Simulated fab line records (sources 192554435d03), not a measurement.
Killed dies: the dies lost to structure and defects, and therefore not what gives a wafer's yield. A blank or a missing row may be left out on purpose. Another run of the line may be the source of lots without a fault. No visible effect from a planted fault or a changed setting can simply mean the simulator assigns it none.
Matching of chambers / flow n5-finfet / N5_BEOL_M9_VIA_ETCH_34 on rie-diel-03: 4 sister chambers
The step etches SiCOH lowk in C4F6/O2, target depth 182.4 nm, time 68.4 s. 16 wafers are shown with their chamber, then 8 later ones without.

== WAFERS WITH THEIR CHAMBER ==
wafer=L076.3; chamber=3; rf-vpp-V (V)=670; drypump-motor-current-A (A)=6.4; showerhead-plenum-p-Torr (Torr)=2.79
wafer=L076.5; chamber=3; rf-vpp-V (V)=671; drypump-motor-current-A (A)=6.5; showerhead-plenum-p-Torr (Torr)=2.79
wafer=L076.6; chamber=0; rf-vpp-V (V)=631; drypump-motor-current-A (A)=6.4; showerhead-plenum-p-Torr (Torr)=2.71
wafer=L077.1; chamber=2; rf-vpp-V (V)=699; drypump-motor-current-A (A)=6.2; showerhead-plenum-p-Torr (Torr)=2.86
wafer=L077.4; chamber=3; rf-vpp-V (V)=672; drypump-motor-current-A (A)=6.5; showerhead-plenum-p-Torr (Torr)=2.79
wafer=L077.5; chamber=1; rf-vpp-V (V)=657; drypump-motor-current-A (A)=5.8; showerhead-plenum-p-Torr (Torr)=2.93
wafer=L079.1; chamber=0; rf-vpp-V (V)=631; drypump-motor-current-A (A)=6.4; showerhead-plenum-p-Torr (Torr)=2.70
wafer=L079.2; chamber=1; rf-vpp-V (V)=657; drypump-motor-current-A (A)=5.8; showerhead-plenum-p-Torr (Torr)=2.93
wafer=L079.3; chamber=3; rf-vpp-V (V)=671; drypump-motor-current-A (A)=6.5; showerhead-plenum-p-Torr (Torr)=2.79
wafer=L083.1; chamber=2; rf-vpp-V (V)=698; drypump-motor-current-A (A)=6.2; showerhead-plenum-p-Torr (Torr)=2.86
wafer=L083.3; chamber=3; rf-vpp-V (V)=669; drypump-motor-current-A (A)=6.5; showerhead-plenum-p-Torr (Torr)=2.78
wafer=L083.4; chamber=1; rf-vpp-V (V)=657; drypump-motor-current-A (A)=5.8; showerhead-plenum-p-Torr (Torr)=2.92
wafer=L085.3; chamber=1; rf-vpp-V (V)=657; drypump-motor-current-A (A)=5.8; showerhead-plenum-p-Torr (Torr)=2.92
wafer=L085.5; chamber=3; rf-vpp-V (V)=671; drypump-motor-current-A (A)=6.5; showerhead-plenum-p-Torr (Torr)=2.78
wafer=L085.6; chamber=0; rf-vpp-V (V)=632; drypump-motor-current-A (A)=6.4; showerhead-plenum-p-Torr (Torr)=2.70
wafer=L088.2; chamber=1; rf-vpp-V (V)=656; drypump-motor-current-A (A)=5.8; showerhead-plenum-p-Torr (Torr)=2.92

SIGNATURES (means of the wafers above)
reading=rf-vpp-V; chamber 0=631.33; chamber 1=656.80; chamber 2=698.50; chamber 3=670.67; scatter within a chamber=0.78
reading=drypump-motor-current-A; chamber 0=6.400; chamber 1=5.800; chamber 2=6.200; chamber 3=6.483; scatter within a chamber=0.0264
reading=showerhead-plenum-p-Torr; chamber 0=2.7033; chamber 1=2.9240; chamber 2=2.8600; chamber 3=2.7867; scatter within a chamber=0.00516
Rule: a wafer's distance from a chamber is the root of the sum, over the readings, of the square of ((its reading less the chamber's mean) divided by the reading's scatter). The wafer belongs to the nearest chamber; if the next one is less than 2 further off, it can't be placed. How the scatter is found: for the shown wafers, subtract from each reading the mean of its chamber, square and add these, divide the total by (wafers less chambers), then take the root.

== WAFERS MISSING THEIR CHAMBER ==
wafer=L088.4; rf-vpp-V (V)=669; drypump-motor-current-A (A)=6.5; showerhead-plenum-p-Torr (Torr)=2.78
wafer=L088.6; rf-vpp-V (V)=658; drypump-motor-current-A (A)=5.8; showerhead-plenum-p-Torr (Torr)=2.92
wafer=L090.1; rf-vpp-V (V)=700; drypump-motor-current-A (A)=6.2; showerhead-plenum-p-Torr (Torr)=2.85
wafer=L090.2; rf-vpp-V (V)=658; drypump-motor-current-A (A)=5.8; showerhead-plenum-p-Torr (Torr)=2.92
wafer=L090.3; rf-vpp-V (V)=633; drypump-motor-current-A (A)=6.4; showerhead-plenum-p-Torr (Torr)=2.69
wafer=L097.3; rf-vpp-V (V)=631; drypump-motor-current-A (A)=6.4; showerhead-plenum-p-Torr (Torr)=2.69
wafer=L097.5; rf-vpp-V (V)=670; drypump-motor-current-A (A)=6.4; showerhead-plenum-p-Torr (Torr)=2.77
wafer=L097.6; rf-vpp-V (V)=699; drypump-motor-current-A (A)=6.2; showerhead-plenum-p-Torr (Torr)=2.85

== WHICH CHAMBER EACH WENT THROUGH ==
wafer=L088.4; from the rows above=3; in truth=3
wafer=L088.6; from the rows above=1; in truth=1
wafer=L090.1; from the rows above=2; in truth=2
wafer=L090.2; from the rows above=1; in truth=1
wafer=L090.3; from the rows above=0; in truth=0
wafer=L097.3; from the rows above=0; in truth=0
wafer=L097.5; from the rows above=3; in truth=3
wafer=L097.6; from the rows above=2; in truth=2
Placed correctly: 8 of 8. From these rows, 0 cannot be placed. 0 placed wrongly.
